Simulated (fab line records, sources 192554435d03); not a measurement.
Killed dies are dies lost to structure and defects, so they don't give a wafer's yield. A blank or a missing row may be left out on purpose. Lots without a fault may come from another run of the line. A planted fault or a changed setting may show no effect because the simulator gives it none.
fab line records | flow n5_finfet
record lots=11 wafers=30 last_day=17
route steps=1938 shown WELL_APT@30 PMOS_HMC_CHANNEL_EPI@68 BEOL_M4@1111 PASSIVATION@1936
lots that met no fault: from a run of the same line without faults
start_h: hours from the record's first day to the start of the lot's first wafer shown | wait_h: hours since the lot's step before | " the same as in the row above | L1.1+2: a row that stands for several wafers | - no value, or no start given | * or withheld: withheld | < > ~ a bound
route shown NAME@n: a module of which the file shows steps, and the number in the route of the first | usual: mean/standard deviation of fault-free wafers | same: alike in all rows | chamber/n: place in a boat | sites: the reading at each site | _std_site: their standard deviation | _edge_site: outer sites' mean less inner sites' | radius_mm: how far each site lies from the wafer's centre | mask NAME#n: copy n | behind: the tool/chamber that last shaped the wafer | hold: why the lot was held/for how many hours/how that ended | device: the transistor (n, p or np) that didn't switch | end of line: the same wafers' tests at the end of the route | a step without rows: its recipe alone | killed: dies lost to structure and defects at the first sort, not the wafer's yield | map: a wafer's dies, x killed, . not, _ none there
set.NAME: the setting as run; set.NAME@STEP: as run at that earlier step | model.NAME: the simulator's own value behind a step, which no gauge read
steps of the route over a sample of lots; a table a step, a row a wafer
services: from which hour (start_h, from the record's first day; less than 0 if before it) a tool's chamber was out of use, for how many hours, and why
## steps
# step N5_WELL_APT_INSPECT_10
# recipe mode=adi inspect_instrument=macro
# usual raw_defect_count=2.0/1.4
# columns lot.wafer tool chamber start_h wait_h raw_defect_count
L422.3 defect_inspect-01 - 19.67 0.0 0
L422.5 " - " " 1
L422.6 " - " " 0
L423.2 defect_inspect-01 - 25.63 0.0 3
L423.6 " - " " 2
L426.3 defect_inspect-02 - 43.93 0.0 1
L426.5 " - " " 1
L426.6 " - " " 1
L429.1 defect_inspect-01 - 61.92 0.0 4
L429.2 " - " " 3
L429.4 " - " " 3
L430.4 defect_inspect-02 - 67.74 0.0 0
L430.5 " - " " 1
L430.6 " - " " 2
L433.1 defect_inspect-02 - 85.80 0.0 2
L433.2 " - " " 2
L433.4 " - " " 1
L434.3 defect_inspect-02 - 91.79 0.0 0
L434.5 " - " " 4
L437.1 defect_inspect-01 - 109.62 0.0 2
L437.4 " - " " 0
L437.6 " - " " 4
L441.2 defect_inspect-02 - 133.74 0.0 2
L441.3 " - " " 4
L441.5 " - " " 1
L442.2 defect_inspect-02 - 139.86 0.0 3
L442.4 " - " " 1
L444.2 defect_inspect-02 - 151.69 0.0 1
L444.3 " - " " 1
L444.6 " - " " 1
# step N5_WELL_APT_DESCUM_13
# recipe chemistry=O2 time_s=7.9 source_power_w=50 bias_power_w=20 pressure_mtorr=20 rf_frequency_hz=2.712e+07 temp_c=40 o2_flow_sccm=225
# usual drypump_motor_current_A=5.8/0.37 oes_product_au=0.77/0.089 rf_vpp_V=243.1/1.4 showerhead_plenum_p_Torr=2.09/0.064 throttle_valve_pct=20.58/0.22
# columns lot.wafer tool chamber start_h wait_h drypump_motor_current_A oes_product_au rf_hours_counter_h rf_vpp_V showerhead_plenum_p_Torr throttle_valve_pct
L422.3 rie_diel-04 0 19.75 0.1 6.1 0.84 53 241.4 2.05 20.40
L422.5 " 3 " " 5.6 0.77 - 243.0 2.10 20.63
L422.6 " 0 " " 6.2 0.85 - 242.8 2.05 20.42
L423.2 rie_diel-06 3 25.77 0.1 5.9 0.74 182 243.6 2.08 20.94
L423.6 " 2 " " 5.3 0.75 - 242.4 2.00 20.58
L426.3 rie_diel-02 0 43.96 0.0 5.3 0.67 249 244.4 2.12 20.70
L426.5 " 1 " " 5.5 0.76 - 243.8 2.20 20.74
L426.6 " 2 " " 5.0 0.77 - 242.2 2.10 20.46
L429.1 rie_diel-04 1 62.00 0.1 5.4 0.98 13 243.6 2.13 20.31
L429.2 " 2 " " 6.4 0.76 143 241.9 2.00 20.30
L429.4 " 0 " " 6.2 0.84 64 241.8 2.04 20.42
L430.4 rie_diel-04 1 67.77 0.0 5.5 0.97 15 244.5 2.13 20.30
L430.5 " 0 " " 6.2 0.82 - 242.6 2.04 20.43
L430.6 " 1 " " 5.4 0.97 - 245.2 2.13 20.32
L433.1 rie_diel-04 3 86.02 0.2 5.6 0.75 170 243.5 2.09 20.65
L433.2 " 1 " " 5.4 0.94 21 243.8 2.13 20.34
L433.4 " 2 " " 6.3 0.76 151 242.1 2.00 20.30
L434.3 rie_diel-06 3 91.85 0.1 5.9 0.71 - 242.9 2.07 20.97
L434.5 " 0 " " 5.9 0.68 - 242.7 2.14 20.47
L437.1 rie_diel-06 0 109.66 0.0 6.0 0.67 247 244.1 2.13 20.48
L437.4 " 0 " " 6.0 0.67 - 242.7 2.13 20.47
L437.6 " 3 " " 5.9 0.71 - 243.8 2.06 20.97
L441.2 rie_diel-06 2 133.81 0.1 5.3 0.73 191 241.7 1.99 20.61
L441.3 " 0 " " 5.9 0.66 258 244.1 2.13 20.49
L441.5 " 0 " " 5.9 0.66 - 243.2 2.13 20.49
L442.2 rie_diel-04 3 140.23 0.4 5.7 0.74 185 242.5 2.08 20.68
L442.4 " 1 " " 5.4 0.90 42 243.3 2.12 20.36
L444.2 rie_diel-06 3 151.73 0.0 5.9 0.69 236 242.1 2.06 21.00
L444.3 " 0 " " 5.9 0.66 265 244.5 2.13 20.51
L444.6 " 3 " " 5.9 0.68 - 243.1 2.06 21.01
# step N5_PMOS_HMC_CHANNEL_EPI_DESCUM_14
# recipe chemistry=O2 time_s=7.9 source_power_w=50 bias_power_w=20 pressure_mtorr=20 rf_frequency_hz=2.712e+07 temp_c=40 resist=CAR-ArF-block o2_flow_sccm=225
# usual drypump_motor_current_A=5.6/0.5 oes_product_au=0.80/0.091 rf_vpp_V=243.2/1.3 showerhead_plenum_p_Torr=2.10/0.073 throttle_valve_pct=20.43/0.21
# columns lot.wafer tool chamber start_h wait_h drypump_motor_current_A oes_product_au rf_hours_counter_h rf_vpp_V showerhead_plenum_p_Torr throttle_valve_pct
L422.3 rie_diel-05 1 23.27 0.0 6.1 0.90 18 243.7 2.22 20.09
L422.5 " 1 " " 6.1 0.90 - 243.7 2.22 20.11
L422.6 " 0 " " 5.6 0.81 - 239.7 1.97 20.48
L423.2 rie_diel-03 1 29.28 0.0 6.1 0.69 249 242.7 2.05 20.49
L423.6 " 1 " " 6.1 0.69 - 243.6 2.05 20.49
L426.3 rie_diel-01 3 47.67 0.3 5.4 0.73 163 241.9 2.00 20.34
L426.5 " 3 " " 5.4 0.73 - 241.8 2.00 20.33
L426.6 " 2 " " 5.0 0.72 - 242.8 2.06 20.77
L429.1 rie_diel-01 0 65.43 0.0 4.9 0.93 20 243.0 2.14 20.43
L429.2 " 3 " " 5.3 0.72 168 241.9 2.00 20.35
L429.4 " 1 " " 5.8 0.93 9 243.9 2.15 20.48
L430.4 rie_diel-03 2 71.67 0.3 5.1 0.79 122 242.3 2.03 20.37
L430.5 " 2 " " 5.1 0.79 - 242.5 2.03 20.35
L430.6 " 3 " " 5.4 0.73 - 244.3 2.18 20.51
L433.1 rie_diel-05 1 89.34 0.0 6.1 0.86 33 244.3 2.22 20.11
L433.2 " 0 " " 5.6 0.79 92 239.8 1.96 20.50
L433.4 " 3 " " 5.8 0.72 183 244.9 2.19 20.24
L434.3 rie_diel-03 0 95.60 0.0 5.9 0.76 138 243.4 2.11 20.61
L434.5 " 2 " " 5.1 0.78 - 242.4 2.02 20.38
L437.1 rie_diel-03 2 113.04 0.0 5.0 0.78 136 241.2 2.02 20.38
L437.4 " 3 " " 5.4 0.73 211 243.3 2.18 20.53
L437.6 " 0 " " 5.9 0.76 - 242.2 2.11 20.61
L441.2 rie_diel-01 1 137.10 0.0 5.8 0.88 33 243.5 2.14 20.52
L441.3 " 0 " " 4.9 0.89 45 244.7 2.13 20.47
L441.5 " 2 " " 5.0 0.70 - 244.4 2.05 20.82
L442.2 rie_diel-01 0 144.11 0.0 4.9 0.88 48 243.7 2.13 20.49
L442.4 " 0 " " 4.9 0.88 - 244.0 2.13 20.47
L444.2 rie_diel-05 1 155.14 0.0 6.1 0.84 52 246.8 2.21 20.13
L444.3 " 0 " " 5.5 0.78 112 241.1 1.96 20.50
L444.6 " 1 " " 6.1 0.84 - 245.7 2.21 20.15
# step N5_PMOS_HMC_CHANNEL_EPI_FIN_RECESS_16
# recipe chemistry=HBr/Cl2 target=Si mask_material=SiO2 target_depth_a=540 time_s=18 pressure_mtorr=10 icp_w=800 bias_w=75 HBr_flow_sccm=150 Cl2_flow_sccm=80
# usual drypump_motor_current_A=5.5/0.54 oes_product_au=0.995/0.02 throttle_valve_pct=35.5/0.38
# columns lot.wafer tool chamber start_h wait_h drypump_motor_current_A oes_product_au rf_hours_counter_h throttle_valve_pct
L422.3 rie_si-01 0 23.98 0.0 6.5 1.011 130 35.1
L422.5 " 3 " " 5.3 0.975 - 35.4
L422.6 " 2 " " 5.6 0.992 - 35.5
L423.2 rie_si-06 0 29.74 0.0 5.3 1.018 19 35.6
L423.6 " 2 " " 4.9 1.017 - 35.6
L426.3 rie_si-06 1 48.12 0.0 6.2 0.792 78 35.5
L426.5 " 3 " " 5.0 0.799 - 36.2
L426.6 " 2 " " 4.9 0.819 - 35.9
L429.1 rie_si-06 1 66.09 0.0 6.2 0.798 78 35.5
L429.2 " 2 " " 4.9 0.831 110 35.9
L429.4 " 0 " " 5.3 0.834 20 35.9
L430.4 rie_si-01 0 72.13 0.0 6.5 1.015 131 35.1
L430.5 " 3 " " 5.3 0.974 - 35.4
L430.6 " 0 " " 6.5 1.012 - 35.1
L433.1 rie_si-02 2 89.80 0.0 6.4 0.994 155 35.4
L433.2 " 3 " " 5.5 0.980 131 36.2
L433.4 " 0 " " 5.0 0.997 10 35.0
L434.3 rie_si-01 3 96.05 0.0 5.3 0.984 76 35.4
L434.5 " 1 " " 5.2 0.997 - 34.5
L437.1 rie_si-01 2 113.49 0.0 5.5 0.990 176 35.5
L437.4 " 1 " " 5.2 0.985 3 34.5
L437.6 " 2 " " 5.5 1.002 - 35.5
L441.2 rie_si-02 0 137.55 0.0 5.0 0.990 11 35.0
L441.3 " 3 " " 5.5 0.978 132 36.2
L441.5 " 1 " " 5.5 1.005 - 35.5
L442.2 rie_si-02 1 144.57 0.0 5.5 1.020 2 35.5
L442.4 " 0 " " 4.9 0.982 11 35.0
L444.2 rie_si-02 3 155.60 0.0 5.5 0.982 133 36.2
L444.3 " 1 " " 5.5 1.020 3 35.5
L444.6 " 2 " " 6.4 0.983 - 35.4
# step N5_PMOS_HMC_CHANNEL_EPI_THK_MEAS_22
# recipe reads=SiGe30_of_PMOS_HMC_CHANNEL_EPI_EPI_20
# usual HMC_CMP_THK=53.8/0.9
# columns lot.wafer tool chamber start_h wait_h HMC_CMP_THK[nm]
L422.3 film_metro-01 - 25.78 - 55.0
L422.5 " - " " 54.0
L422.6 " - " " 55.2
L423.2 film_metro-01 - 31.58 - 53.9
L423.6 " - " " 52.8
L426.3 film_metro-01 - 50.03 - 36.5
L426.5 " - " " 35.7
L426.6 " - " " 36.0
L429.1 film_metro-01 - 67.93 - 36.4
L429.2 " - " " 36.4
L429.4 " - " " 37.1
L430.4 film_metro-01 - 73.93 - 55.1
L430.5 " - " " 53.9
L430.6 " - " " 54.6
L433.1 film_metro-01 - 91.60 - 53.1
L433.2 " - " " 54.0
L433.4 " - " " 54.8
L434.3 film_metro-02 - 98.79 - 53.8
L434.5 " - " " 54.0
L437.1 film_metro-01 - 115.69 - 55.5
L437.4 " - " " 53.7
L437.6 " - " " 55.7
L441.2 film_metro-01 - 139.80 - 54.0
L441.3 " - " " 53.7
L441.5 " - " " 53.1
L442.2 film_metro-01 - 146.37 - 53.4
L442.4 " - " " 53.8
L444.2 film_metro-02 - 157.80 - 54.2
L444.3 " - " " 54.5
L444.6 " - " " 52.2
# step N5_BEOL_M4_RC_MEAS_101
# usual DIBL_N=36.3/1.6 DIBL_P=36.2/2.1 IOFF_N=0.16/0.031 IOFF_P=0.21/0.034 ION_N=673/11 ION_P=461/7.4 SS_N=71.6/0.55 SS_P=73.3/0.66 VT_N=251/3.2 VT_P=-251/3.5
# columns lot.wafer tool chamber start_h wait_h DIBL_N[mV/V] DIBL_P[mV/V] IOFF_N[nA/um] IOFF_P[nA/um] ION_N[uA/um] ION_P[uA/um] SS_N[mV/dec] SS_P[mV/dec] VT_N[mV] VT_P[mV]
L422.3 prober-02 0 159.98 0.3 36.3 36.0 0.14 0.21 683 471 71.0 73.8 254 -254
L422.5 " 0 " " 36.8 36.5 0.14 0.21 665 462 71.5 73.4 253 -253
L422.6 " 0 " " 38.4 37.9 0.17 0.25 676 464 71.2 74.0 250 -251
L423.2 prober-02 0 163.25 0.2 33.4 33.4 0.12 0.15 664 452 70.8 72.9 258 -254
L423.6 " 0 " " 35.0 36.1 0.15 0.20 661 453 71.6 73.3 249 -251
L430.4 prober-02 0 206.67 0.5 34.8 35.7 0.14 0.18 652 452 70.9 72.8 247 -252
L430.5 " 0 " " 36.3 37.0 0.16 0.19 679 461 71.2 73.4 250 -254
L430.6 " 0 " " 37.1 38.3 0.18 0.22 665 455 71.7 74.2 246 -250
L429.1 prober-01 0 209.63 0.0 35.7 35.1 0.15 0.17 682 392 70.8 72.8 251 -257
L429.2 " 0 " " 34.9 33.0 0.12 0.15 653 385 71.0 73.1 255 -259
L429.4 " 0 " " 35.7 33.3 0.14 0.15 677 393 70.8 72.8 251 -260
L433.1 prober-02 0 229.28 0.0 34.2 36.2 0.13 0.19 672 466 70.9 72.7 253 -252
L433.2 " 0 " " 36.8 39.3 0.18 0.24 669 461 72.6 73.5 246 -248
L433.4 " 0 " " 36.3 38.6 0.17 0.24 689 475 71.2 74.0 247 -247
L434.3 prober-01 0 236.62 0.3 38.2 37.3 0.17 0.19 673 450 72.4 73.8 249 -257
L434.5 " 0 " " 35.9 35.5 0.14 0.17 669 451 70.9 72.5 252 -256
L437.1 prober-02 0 245.44 0.0 37.3 38.7 0.19 0.27 687 475 71.9 73.0 245 -241
L437.4 " 0 " " 33.8 33.8 0.12 0.20 680 476 70.7 72.2 252 -248
L437.6 " 0 " " 35.9 36.8 0.17 0.24 680 469 71.6 73.1 247 -244
L441.2 prober-01 0 273.49 0.2 36.9 37.1 0.16 0.18 670 454 71.6 73.1 251 -258
L441.3 " 0 " " 33.8 33.7 0.11 0.13 662 446 70.9 72.7 256 -262
L441.5 " 0 " " 36.6 37.1 0.16 0.17 682 459 71.5 73.2 249 -258
L442.2 prober-01 0 281.13 0.2 36.8 35.2 0.15 0.19 667 454 71.3 73.0 253 -254
L442.4 " 0 " " 38.1 37.4 0.17 0.21 689 464 71.6 74.0 246 -253
L444.2 prober-01 0 298.01 0.2 37.9 38.5 0.19 0.23 687 466 71.7 74.6 248 -249
L444.3 " 0 " " 39.1 41.1 0.23 0.28 697 472 73.3 74.0 245 -248
L444.6 " 0 " " 39.1 41.7 0.25 0.29 708 478 72.5 74.3 243 -248
# step N5_PASSIVATION_PROBE_49
# usual defect_limited_yield=91.5/1.5 killed_at_M0_to_M3=32/9.4 killed_at_M4_up=12/5.1 killed_at_contacts=11/7.4 killed_at_front_end=41/11 killed_at_other=3.4/2.5 killed_dies=100/17 killed_open=65/14 killed_short=33/7 sort_bin_5_function=4.9/0.96 sort_bin_6_memory=3.1/0.7 sort_n_pass=1080/17 sort_yield_pct=91.5/1.5
# same gross_dies=1180 killed_at_back_side=0 sort_bin_4_leakage[%]=0 sort_bin_8_speed[%]=0
# columns lot.wafer tool chamber start_h wait_h defect_limited_yield[%] killed_at_M0_to_M3 killed_at_M4_up killed_at_contacts killed_at_front_end killed_at_other killed_dies killed_open killed_short sort_bin_5_function[%] sort_bin_6_memory[%] sort_n_pass sort_yield_pct[%]
L430.4 prober-02 - 300.84 0.2 91.9 29 10 10 43 4 96 62 31 4.9 2.8 1084 91.9
L430.6 prober-02 - 300.94 0.3 93.3 23 4 6 42 4 79 49 30 3.9 2.4 1101 93.3
# killed by level:class
L430.4 BEOL_M0_SAQP:geometric_particle:open=10 ILD0:geometric_particle:open=9 BEOL_M0_SAQP:geometric_particle:short=9 MOL_CONTACT_COAG:geometric_particle:open=8 DUMMY_GATE:geometric_particle:open=7 ILD0:geometric_particle:short=6 STARTING-WAFER:geometric_particle:open=5 STI_FIN_REVEAL:geometric_particle:short=3
L430.6 FIN_SAQP:geometric_particle:open=8 DUMMY_GATE:geometric_particle:open=8 GATE_CUT:geometric_particle:short=7 MOL_CONTACT_COAG:geometric_particle:open=5 BEOL_M1:geometric_particle:open=5 STI_FIN_REVEAL:geometric_particle:open=4 BEOL_M0_SAQP:geometric_particle:short=4 BEOL_M0_SAQP:geometric_particle:open=4
## services
# columns tool chamber start_h hours kind
rie_diel-04 1 -2.31 6.6 repair
rie_si-02 1 -1.38 - clean
rie_si-02 1 -1.38 - consumable_replace:focus_ring
rie_si-02 1 -1.38 14.3 scheduled_down
rie_diel-02 - 11.62 1.2 repair
rie_diel-04 1 15.08 - clean
rie_diel-04 1 15.08 - consumable_replace:focus_ring
rie_diel-04 1 15.08 14.0 scheduled_down
rie_diel-04 1 15.08 14.0 vent_cycle
rie_diel-05 - 28.85 1.1 repair
rie_diel-02 3 29.92 4.2 repair
rie_diel-04 0 35.51 9.4 repair
rie_diel-02 3 55.90 7.6 repair
rie_si-01 - 61.70 0.3 repair
rie_si-06 0 69.31 9.3 repair
rie_diel-05 - 70.80 14.6 pm
rie_diel-02 0 75.70 2.6 repair
rie_diel-06 2 87.77 25.7 repair
rie_diel-06 1 88.98 2.9 repair
rie_diel-02 3 89.46 1.7 repair
rie_diel-06 1 102.88 93.9 repair
rie_diel-01 - 105.87 0.6 repair
rie_diel-04 3 109.30 9.0 repair
rie_diel-01 1 140.00 12.9 repair
## key
first_sign step=N5_PMOS_HMC_CHANNEL_EPI_FIN_RECESS_16 reading=oes_product_au direction=down sigmas=9.2 usual=0.995 struck=0.812
effect step=N5_PMOS_HMC_CHANNEL_EPI_THK_MEAS_22 reading=HMC_CMP_THK direction=down sigmas=19 usual=53.8 struck=36.3
effect step=N5_BEOL_M4_RC_MEAS_101 reading=ION_P direction=down sigmas=9.7 usual=461 struck=390
effect step=N5_BEOL_M4_RC_MEAS_101 reading=VT_P direction=down sigmas=2.1 usual=-251 struck=-259
met_at N5_PMOS_HMC_CHANNEL_EPI_FIN_RECESS_16
struck_lots L426,L429
rows_end L426.3,L426.5,L426.6,L429.1,L429.2,L429.4
not_acting_at N5_WELL_APT_INSPECT_10,N5_WELL_APT_DESCUM_13,N5_PMOS_HMC_CHANNEL_EPI_DESCUM_14
onset_between 29.74 48.12
fault kind=process_parameter_drift tool=rie_si-06 chamber=- onset_h=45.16 steps=N5_PMOS_HMC_CHANNEL_EPI_FIN_RECESS_16 channel=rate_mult offset=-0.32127 shape=step
# rows_end: these wafers met a further fault down the route, and their rows from its step on are left out
